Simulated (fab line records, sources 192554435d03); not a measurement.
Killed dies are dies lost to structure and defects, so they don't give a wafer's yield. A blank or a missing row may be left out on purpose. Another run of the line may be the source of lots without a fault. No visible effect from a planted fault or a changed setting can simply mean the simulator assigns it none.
Problem report in the 8D (eight disciplines) form, filled by code :: flow n5-finfet :: the parts of the form that need people (team, actions taken, sign-off) are left out

1. PROBLEM STATEMENT
A mean of 102.49 C is read at N5_BEOL_M1_ALD_98 for susceptor-temp-C, taken on 1 wafer of 1 lot, against 100.00 C (standard deviation 0.12) on wafers free of any fault. Relative to the usual mean, that is a shift of +21 standard deviations.
The step: deposits SiO2, target thk 2.5 nm, pulse time 1 s, co reactant pulse time 1 s.
First observed at day 8 02:08: wafer L349.3, on ald-sin-03. The record holds 25 wafers of 9 lots with a number at this step. Rule for "out", or "out of limits": more than 4 standard deviations from the usual mean. Any other wafer with a number is counted as sound.

2. WHAT IT IS; WHAT IT IS NOT
question: which readings at this step
is: susceptor-temp-C
is not: chamber-pressure-Torr, heater-power-w, precursor-pulse-height-rel

question: which lots
is: L349
is not: L342, L343, L344, L356, L357, L358, L361, L363

question: which wafers of those lots
is: L349.3
is not: L349.1, L349.6

question: read on which tools
is: ald-sin-03
is not: ald-sin-01, ald-sin-02

question: when
is: from day 8 02:08
is not: up to then (10 sound wafers); but 14 sound wafers of L356, L357, L358, L361, L363 came after

3. SUSPECTS, AND WHAT RULES EACH OUT
Counting: if a tool at a process step up to the reading ran every lot that is out, it stays a suspect. Sound lots after the first of them don't rule it out here, since some wafers of a struck lot are sound.
- rie-diel-01 at N5_BEOL_M1_STRIP_66 (strips in CF4): kept. The lot that is out, L349, ran on it at day 8 01:21; the last sound lot it ran before that was L344, at day 6 15:33.
- rie-metal-02 at N5_BEOL_M1_HM_OPEN_17 (chemistry Cl2/BCl3, target TiN, target depth 20 nm, overetch 6 nm): kept. It ran the lot that is out, L349 (day 8 01:23).
- rie-diel-01 at N5_BEOL_M1_ETCH_69 (etches SiARC in CF4, target depth 15.6 nm, time 26 s): kept. It ran the lot that is out, L349 (day 8 02:04).
- ald-sin-03 at N5_BEOL_M1_ALD_98 (deposits SiO2, target thk 2.5 nm, pulse time 1 s, co reactant pulse time 1 s): kept. The lot that is out, L349, ran on it at day 8 02:08; the last sound lot it ran before that was L344, at day 6 16:30. Its own readings are out on those wafers: susceptor-temp-C.
- At N5_BEOL_M1_STRIP_66 on rie-diel-01, chamber 0 took the sound wafers of the same lots and chamber 3 took the wafers that are out.
- In ald-sin-03 at N5_BEOL_M1_ALD_98, the wafers that are out were processed in chamber 0 and their sound lot-mates in chambers 1, 2.
Left after counting: rie-diel-01 at N5_BEOL_M1_STRIP_66, rie-metal-02 at N5_BEOL_M1_HM_OPEN_17, rie-diel-01 at N5_BEOL_M1_ETCH_69, ald-sin-03 at N5_BEOL_M1_ALD_98.

4. THE CAUSE (what the simulator had put in)
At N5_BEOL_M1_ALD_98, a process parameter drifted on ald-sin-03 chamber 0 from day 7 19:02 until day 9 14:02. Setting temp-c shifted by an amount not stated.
Of the 4 suspects that counting leaves, this tool is one.

5. THE EFFECT CHAIN, in route order
Each row: a reading whose mean over the struck wafers that have a number lies more than 3 standard deviations from the usual. Only readings for which the record gives a usual standard deviation are gone through. hours: the time from each lot's start at the first step in this table that gives one to its start at this step, as a median over the lots. sigmas: the change in usual standard deviations.
hours: 0
step: N5_BEOL_M1_ALD_98
reading: susceptor-temp-C
usual: 100.00 C
on struck wafers: 102.49
change: +2.49
sigmas: +21
Process steps it contains:
- N5_BEOL_M1_ALD_98: deposits SiO2, target thk 2.5 nm, pulse time 1 s, co reactant pulse time 1 s.
Later steps that measure or inspect, where all struck wafers having a row at the step show a number for every such reading and not one has moved that far: N5_BEOL_M4_RC_MEAS_101.

6. HOW IT WOULD HAVE BEEN CAUGHT EARLIER
In this record no reading fell out of limits until day 8 02:08, 7 hours after the fault had begun at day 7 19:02.
